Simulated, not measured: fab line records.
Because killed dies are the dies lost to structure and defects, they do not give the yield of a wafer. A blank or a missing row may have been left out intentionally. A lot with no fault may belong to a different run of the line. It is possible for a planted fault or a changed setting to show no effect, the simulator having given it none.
Which of the tools did it? -- flow nand-harc -- 39 wafers from 13 lots sampled at 6 of the route's 1302 steps

WHAT EACH GAUGE READ, for each wafer
NHARC_P_START_INSPECT_01. Usual: raw-defect-count 3.6, standard deviation 1.9.
lot,measured,on,raw-defect-count,flag
L478,day 1 20:02,defect-inspect-01,0 5 4,
L482,day 3 12:02,defect-inspect-01,3 4 4,
L483,day 3 22:02,defect-inspect-01,3 1 2,
L484,day 4 08:02,defect-inspect-01,7 2 3,
L485,day 4 18:02,defect-inspect-01,8 5 4,
L487,day 5 14:02,defect-inspect-02,2 4 5,
L488,day 6 00:02,defect-inspect-02,6 5 3,
L489,day 6 10:02,defect-inspect-01,3 4 0,
L490,day 6 20:03,defect-inspect-02,3 4 3,
L491,day 7 06:03,defect-inspect-01,5 3 3,
L496,day 9 08:02,defect-inspect-01,5 2 5,
L499,day 10 14:02,defect-inspect-02,6 3 6,
L501,day 11 10:02,defect-inspect-02,4 2 4,

NHARC_P_ZERO_WELL_CD_MEAS_24: target cd 720 nm. Usual: cd-nm 720.2 nm, standard deviation 1.
lot,measured,on,cd-nm (nm),flag
L478,day 1 22:40,cd-sem-01,719.4 721.3 720.5,
L482,day 3 14:28,cd-sem-01,720.5 720.3 720.4,
L483,day 4 00:27,cd-sem-03,720.1 720.1 720.6,
L484,day 4 10:27,cd-sem-02,720.9 718.3 720.2,
L485,day 4 20:20,cd-sem-02,718.5 719.5 718.8,
L487,day 5 16:42,cd-sem-01,718.5 719.9 719.2,
L488,day 6 02:40,cd-sem-03,721.4 720.0 721.5,
L489,day 6 12:34,cd-sem-01,720.0 718.9 719.6,
L490,day 6 22:39,cd-sem-01,720.2 720.5 720.5,
L491,day 7 08:35,cd-sem-03,720.2 719.2 720.8,
L496,day 9 10:20,cd-sem-02,719.7 721.3 723.7,
L499,day 10 16:29,cd-sem-03,719.9 719.5 720.4,
L501,day 11 12:28,cd-sem-02,720.9 720.7 721.9,

NHARC_P_ZERO_WELL_CD_MEAS_52: target cd 2000 nm. Usual: cd-nm 2000.4 nm, standard deviation 1.6.
lot,measured,on,cd-nm (nm),flag
L478,day 2 01:56,cd-sem-01,2001.6 2001.6 2000.4,
L482,day 3 17:36,cd-sem-01,1998.2 2000.1 1998.4,
L483,day 4 03:44,cd-sem-03,2000.5 1997.9 1999.9,
L484,day 4 13:43,cd-sem-02,2001.2 2002.8 2001.3,
L485,day 4 23:29,cd-sem-03,2001.4 1999.9 2000.6,
L487,day 5 19:55,cd-sem-03,1998.9 1999.5 1998.4,
L488,day 6 05:58,cd-sem-02,2001.4 2001.9 2002.2,
L489,day 6 15:46,cd-sem-02,1918.2 1915.8 1915.1,OFF
L490,day 7 03:53,cd-sem-01,1995.7 1998.2 1996.7,
L491,day 7 11:45,cd-sem-01,1996.8 2000.3 1999.5,
L496,day 9 13:31,cd-sem-02,2000.0 2002.3 2001.7,
L499,day 10 19:31,cd-sem-01,1999.8 2000.8 1999.5,
L501,day 11 15:44,cd-sem-03,2000.2 2001.9 2000.9,

NHARC_END_SORT_01. Usual: killed-at-array 59, standard deviation 17; killed-at-other 0.7, standard deviation 0.9; killed-at-periphery 3.6, standard deviation 2.3; killed-dies 63, standard deviation 18; killed-open 3.4, standard deviation 1.9; killed-short 2.6, standard deviation 1.7.
lot,measured,on,killed-at-array,killed-at-other,killed-at-periphery,killed-dies,killed-open,killed-short,flag
L483,day 25 22:58,prober-01,76,1,2,79,3,4,
L487,day 28 04:59,prober-02,40 33 33,1 3 1,3 3 3,44 39 37,2 5 3,1 3 2,
L488,day 29 13:07,prober-02,33 39 44,0 0 0,3 0 3,36 39 47,0 4 9,1 2 2,
L489,day 29 12:18,prober-01,43 59 61,0 0 0,4 4 0,47 63 61,3 5 2,3 4 4,

TOOL THAT RAN EACH LOT (tool first, then ch and the chambers of the sampled wafers, then the start)
lot,NHARC_P_ZERO_WELL_ETCH_62,NHARC_P_ZERO_WELL_EXPOSE_49
L478,"rie-diel-06 ch 2,3, day 1 22:40 or earlier","krf-scanner-03 ch 0, day 2 01:47"
L482,"rie-diel-06 ch 0,1,2, day 3 14:28 or earlier","krf-scanner-02 ch 0, day 3 17:27"
L483,"rie-diel-01 ch 0,1,3, day 4 00:27 or earlier","krf-scanner-03 ch 0, day 4 03:34"
L484,"rie-diel-01 ch 1,2,3, day 4 10:27 or earlier","krf-scanner-01 ch 0, day 4 13:34"
L485,"rie-diel-09 ch 1,3, day 4 20:20 or earlier","krf-scanner-01 ch 0, day 4 23:19"
L487,"rie-diel-01 ch 0,1, day 5 16:42 or earlier","krf-scanner-02 ch 0, day 5 19:45"
L488,"rie-diel-01 ch 0,1, day 6 02:40 or earlier","krf-scanner-01 ch 0, day 6 05:49"
L489,"rie-diel-01 ch 0,1,3, day 6 12:34 or earlier","krf-scanner-03 ch 0, day 6 15:37"
L490,"rie-diel-01 ch 0,3, day 6 22:39 or earlier","krf-scanner-02 ch 0, day 7 03:43"
L491,"rie-diel-01 ch 0,1,2, day 7 08:35 or earlier","krf-scanner-02 ch 0, day 7 11:35"
L496,"rie-diel-09 ch 0,2, day 9 10:20 or earlier","krf-scanner-03 ch 0, day 9 13:21"
L499,"rie-diel-01 ch 0,1,3, day 10 16:29 or earlier","krf-scanner-01 ch 0, day 10 19:21"
L501,"rie-diel-01 ch 0,2,3, day 11 12:28 or earlier","krf-scanner-03 ch 0, day 11 15:35"
- NHARC_P_ZERO_WELL_ETCH_62: etches the open film in CHF3/Ar, target depth 13 nm, time 6.5 s.
- NHARC_P_ZERO_WELL_EXPOSE_49: exposes mask P HVPW, target cd 2000 nm.

AS READ BY THE TOOLS THEMSELVES (means over the sampled wafers that have a number; for cases with no such wafer, the mark the record gives instead)
NHARC_P_ZERO_WELL_ETCH_62. Usual: drypump-motor-current-A 5.5 A, standard deviation 0.4; oes-product-au 0.961 a.u., standard deviation 0.018; rf-vpp-V 370.3 V, standard deviation 2; showerhead-plenum-p-Torr 2.33 Torr, standard deviation 0.075; throttle-valve-pct 20.217 %, standard deviation 0.01.
lot,tool,drypump-motor-current-A (A),oes-product-au (a.u.),rf-vpp-V (V),showerhead-plenum-p-Torr (Torr),throttle-valve-pct (%),flag
L478,rie-diel-06,5.3,0.964,371.0,2.37,20.211,
L482,rie-diel-06,5.5,0.936,372.8,2.40,20.217,
L483,rie-diel-01,5.2,0.968,371.7,2.34,20.214,
L484,rie-diel-01,5.3,0.964,370.3,2.31,20.218,
L485,rie-diel-09,5.9,0.971,372.4,2.38,20.213,
L487,rie-diel-01,5.4,0.960,370.1,2.36,20.217,
L488,rie-diel-01,5.1,0.974,371.3,2.39,20.218,
L489,rie-diel-01,5.3,0.945,371.0,2.33,20.216,
L490,rie-diel-01,5.4,0.971,368.9,2.27,20.216,
L491,rie-diel-01,5.4,0.973,369.3,2.32,20.212,
L496,rie-diel-09,5.8,0.921,369.4,2.30,20.214,
L499,rie-diel-01,5.2,0.970,370.9,2.32,20.218,
L501,rie-diel-01,5.6,0.963,368.2,2.26,20.226,

THE ANSWER, worked out from the rows above alone
Rule: take the mean of a lot's wafers that have a number; if it is more than 3 standard deviations from the usual mean, the lot is off. A lot without any number at a reading at which 4 lots or more have one is off too. Any other lot the step has rows for is counted as sound. After the gauges, taken in route order, come the tools' own readings; for these a lot's mean is taken, as printed above. At the first step where some lot is off, the reading lying furthest off is the one used; lots without a number count as furthest.
Off, at NHARC_P_ZERO_WELL_CD_MEAS_52 on cd-nm: L489.
A tool fits if, at a process step before that reading, it ran every lot that is off, and no sound lot after the first of them. Those tools and the gauges at NHARC_P_ZERO_WELL_CD_MEAS_52 are tried in the same way. NHARC_P_ZERO_WELL_ETCH_62: start missing for some lots; hours and lot order therefore follow NHARC_P_ZERO_WELL_CD_MEAS_24. No candidate that was tried fits.

WHAT THE SIMULATOR HAD PUT IN
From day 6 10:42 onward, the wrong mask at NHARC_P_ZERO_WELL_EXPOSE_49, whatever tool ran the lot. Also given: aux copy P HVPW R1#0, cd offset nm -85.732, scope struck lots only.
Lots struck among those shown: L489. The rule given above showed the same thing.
